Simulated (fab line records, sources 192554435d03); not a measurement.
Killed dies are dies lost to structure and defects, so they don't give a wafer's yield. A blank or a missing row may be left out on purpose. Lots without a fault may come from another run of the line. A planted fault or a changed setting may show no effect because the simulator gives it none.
Which tool did it? | flow n5_finfet | 11 lots, 32 wafers sampled, at 2 steps of a route of 1938

WHAT THE GAUGES READ, wafer by wafer
N5_BEOL_M15_CD_MEAS_10: target cd 360 nm.
lot  | measured     | on        | cd_nm (nm)
L327 | day 12 03:26 | cd_sem-01 | 359.6 361.2 356.5
L328 | day 12 04:22 | cd_sem-03 | 359.3 359.9 361.3
L330 | day 12 19:36 | cd_sem-02 | 360.0 357.7 358.8
L331 | day 13 12:27 | cd_sem-03 | 359.3 358.8 359.7
L340 | day 15 00:58 | cd_sem-03 | 360.3 360.4 359.7
L339 | day 15 18:20 | cd_sem-02 | 359.6 358.4 359.8
L343 | day 16 05:39 | cd_sem-02 | 361.0 355.3 357.3
L347 | day 17 11:54 | cd_sem-01 | 362.4 362.0 361.4
L345 | day 17 18:10 | cd_sem-03 | 359.5 361.0 360.2
L349 | day 18 18:09 | cd_sem-02 | 359.0 360.9
L348 | day 18 12:37 | cd_sem-02 | 361.3 361.0 360.7

WHICH TOOL RAN EACH LOT (tool, then ch and the chambers of the sampled wafers, then the start)
lot  | N5_BEOL_M4_ECD_50
L327 | ecd_cu-02 ch 0,1, day 8 06:57
L328 | ecd_cu-02 ch 0,1, day 8 15:57
L330 | ecd_cu-01 ch 0,1, day 9 00:15
L331 | ecd_cu-02 ch 0,1, day 9 08:55
L340 | ecd_cu-01 ch 0,1, day 11 13:26
L339 | ecd_cu-01 ch 0,1, day 11 20:50
L343 | ecd_cu-02 ch 0,1, day 12 05:58
L347 | ecd_cu-02 ch 0,1, day 13 23:58
L345 | ecd_cu-02 ch 0,1, day 14 03:20
L349 | ecd_cu-01 ch 1, day 14 19:20
L348 | ecd_cu-02 ch 0,1, day 14 19:38
- N5_BEOL_M4_ECD_50: material Cu, target thk 300 nm.

WHAT THE TOOLS THEMSELVES READ (means of the sampled wafers that have a number; where no wafer has one, the mark that the record gives instead)
The record holds no such reading with a usual standard deviation.

THE ANSWER, worked out from the rows above alone
Rule: what is usual is taken from the lots themselves. Put in order of their means at a reading, lots are off if they are a third of the lots or fewer, leave a main group of 4 or more, and stand apart from it by a gap of 3 or more times the standard deviation of the main group's means; of several such gaps the widest counts. A main group whose means are all the same, to the digits that the tables above print for the reading, isn't used. A lot without any number at a reading at which 4 lots or more have one is off too. The other lots that the step has rows for count as sound. The gauges are gone through in route order, then the tools' own readings, and for those a lot's mean is taken as printed above. The first step at which some lot is off is used, and at that step the reading that is off furthest; a lot without a number counts as furthest.
No lot is off at any reading shown: from this, nothing can be told.

WHAT THE SIMULATOR HAD PUT IN
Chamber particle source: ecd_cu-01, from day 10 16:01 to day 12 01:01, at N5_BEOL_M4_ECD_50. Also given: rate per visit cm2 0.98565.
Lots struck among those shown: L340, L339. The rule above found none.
